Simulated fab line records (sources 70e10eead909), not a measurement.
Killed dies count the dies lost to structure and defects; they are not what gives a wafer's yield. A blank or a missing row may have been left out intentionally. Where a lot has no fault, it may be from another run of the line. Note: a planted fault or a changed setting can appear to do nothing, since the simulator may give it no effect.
Matching of chambers | flow nand harc | rie si-01 running NHARC_A_DECK1_JOINT_ETCHBACK_00: 4 sister chambers
The step etches the open film in HBr, target depth 30 nm, time 17.4 s. 8 wafers are shown with their chamber, then 7 later ones without.

== WAFERS PAIRED WITH THEIR CHAMBERS ==
wafer  | chamber | oes product au (a.u.) | throttle valve pct (%)
L076.2 | 1       | 0.996                 | 23.259
L077.6 | 1       | 0.992                 | 23.285
L079.6 | 3       | 1.011                 | 23.255
L081.1 | 0       | 0.997                 | 23.275
L081.2 | 2       | 0.988                 | 23.269
L081.4 | 3       | 1.006                 | 23.254
L085.3 | 0       | 0.996                 | 23.254
L085.4 | 2       | 0.993                 | 23.271

== WAFERS WITH NO CHAMBER GIVEN ==
wafer  | oes product au (a.u.) | throttle valve pct (%)
L085.5 | 0.985                 | 23.274
L089.2 | 1.018                 | 23.256
L089.3 | 0.993                 | 23.256
L089.6 | 1.001                 | 23.281
L091.1 | 0.990                 | 23.242
L091.2 | 1.007                 | 23.266
L091.3 | 0.985                 | 23.260

== CHAMBER TAKEN BY EACH ==
wafer  | from the rows above               | in truth
L085.5 | can't be placed: 2 or 1           | 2
L089.2 | 3                                 | 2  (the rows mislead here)
L089.3 | can't be placed: 1 or 0 or 2      | 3
L089.6 | can't be placed: 0 or 1 or 3 or 2 | 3
L091.1 | can't be placed: 2 or 1 or 0      | 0
L091.2 | 3                                 | 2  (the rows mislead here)
L091.3 | can't be placed: 2 or 1 or 0      | 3
0 of 7 placed correctly. Not placeable from these rows: 5 (in 3, the candidates include the true chamber). Placed wrongly: 2.
How it was worked out, from the rows above alone: a wafer's distance from a chamber is the root of the sum, over the readings, of the square of ((its reading less the chamber's mean) divided by the reading's scatter). If the next closest chamber is less than 2 further off than the closest, the wafer can't be placed; otherwise it belongs to the closest. Each chamber's mean is taken over the wafers shown for it. How the scatter is found: for the shown wafers, subtract from each reading the mean of its chamber, square and add these, divide the total by (wafers less chambers), then take the root.
